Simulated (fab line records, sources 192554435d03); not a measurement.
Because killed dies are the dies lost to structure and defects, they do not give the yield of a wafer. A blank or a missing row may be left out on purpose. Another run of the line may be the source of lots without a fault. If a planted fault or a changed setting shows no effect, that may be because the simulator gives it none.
Matching of chambers ; flow n5_finfet ; 3 sister chambers for N5_BEOL_M6_ILD_DEP_00 on pecvd-04
The step deposits SiCOH lowk from DEMS/porogen, target thk 179.75 nm, time 33.4 s. 6 wafers are shown with their chamber, then 12 later ones without.

WAFERS, EACH WITH ITS CHAMBER
wafer;chamber;showerhead_plenum_p_Torr (Torr);throttle_valve_pct (%)
L085.6;1;5.705;13.5
L088.4;0;5.756;12.7
L090.5;1;5.724;13.5
L092.2;2;5.739;12.8
L092.3;0;5.760;12.5
L092.5;2;5.734;13.1

WAFERS WITHOUT THEIR CHAMBER
wafer;showerhead_plenum_p_Torr (Torr);throttle_valve_pct (%)
L093.1;5.756;12.9
L093.4;5.752;13.0
L093.6;5.757;12.8
L095.2;5.730;13.0
L095.3;5.729;13.3
L095.4;5.725;13.6
L096.3;5.733;13.0
L096.4;5.736;12.8
L096.5;5.734;13.4
L097.2;5.709;13.5
L097.3;5.756;12.5
L097.4;5.756;12.9

CHAMBER TAKEN BY EACH
wafer;from the rows above;in truth
L093.1;can't be placed: 0 or 2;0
L093.4;can't be placed: 2 or 0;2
L093.6;can't be placed: 0 or 2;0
L095.2;2;2
L095.3;can't be placed: 1 or 2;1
L095.4;1;1
L096.3;2;2
L096.4;can't be placed: 2 or 0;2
L096.5;can't be placed: 1 or 2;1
L097.2;1;1
L097.3;0;0
L097.4;can't be placed: 0 or 2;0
Placed correctly: 5 of 12. Can't be placed from these rows: 7 (the true chamber is among the candidates in 7). 0 placed wrongly.
How it was worked out, from the rows above alone: a wafer's distance from a chamber is the root of the sum, over the readings, of the square of ((its reading less the chamber's mean) divided by the reading's scatter). If the next closest chamber is less than 2 further off than the closest, the wafer can't be placed; otherwise it belongs to the closest. Each chamber's mean is taken over the wafers shown for it. The scatter: take each reading less its chamber's mean, square it, sum over the shown wafers, divide by the number of wafers less the number of chambers, and take the root.
